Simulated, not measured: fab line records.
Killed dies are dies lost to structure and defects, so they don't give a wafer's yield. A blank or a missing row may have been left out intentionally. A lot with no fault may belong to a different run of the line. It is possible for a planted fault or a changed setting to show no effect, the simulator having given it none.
Matching of chambers    flow nandHarc    aldHk-04 running NHARC_A_STAIRCASE_ALD_420: 4 sister chambers
The step deposits SiO2, target thk 20 nm, pulse time 6 s, ald cycles 200. 8 wafers are shown with their chamber, then 12 later ones without.

## WAFERS PAIRED WITH THEIR CHAMBERS
wafer   chamber  heaterPowerW (W)  precursorPulseHeightRel
L085.1  2        654               1.000
L084.2  1        501               1.001
L084.5  3        431               1.037
L087.5  0        471               1.006
L087.6  1        523               1.000
L089.1  2        648               0.965
L089.2  3        433               0.984
L089.3  0        461               1.025

## WAFERS WITHOUT THEIR CHAMBER
wafer   heaterPowerW (W)  precursorPulseHeightRel
L090.1  450               0.984
L090.4  651               0.986
L090.5  627               1.017
L088.2  632               0.984
L088.5  457               1.029
L088.6  517               0.971
L091.2  468               1.012
L091.4  436               1.005
L091.5  441               0.997
L095.1  652               1.023
L095.2  461               1.020
L095.5  441               0.990

## CHAMBER TAKEN BY EACH
wafer   from the rows above      in truth
L090.1  can't be placed: 0 or 3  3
L090.4  2                        2
L090.5  2                        2
L088.2  2                        2
L088.5  can't be placed: 0 or 3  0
L088.6  1                        1
L091.2  0                        0
L091.4  3                        3
L091.5  can't be placed: 3 or 0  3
L095.1  2                        2
L095.2  0                        0
L095.5  can't be placed: 3 or 0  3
Correctly placed: 8 of 12. From these rows, 4 cannot be placed; in 4 the true chamber is one of the candidates. Number placed wrongly: 0.
How it was worked out, from the rows above alone: a wafer's distance from a chamber is the root of the sum, over the readings, of the square of ((its reading less the chamber's mean) divided by the reading's scatter). If the next closest chamber is less than 2 further off than the closest, the wafer can't be placed; otherwise it belongs to the closest. Each chamber's mean is taken over the wafers shown for it. The scatter: the root of (the sum of the squares of (reading less its chamber's mean) over the shown wafers, divided by (wafers less chambers)).
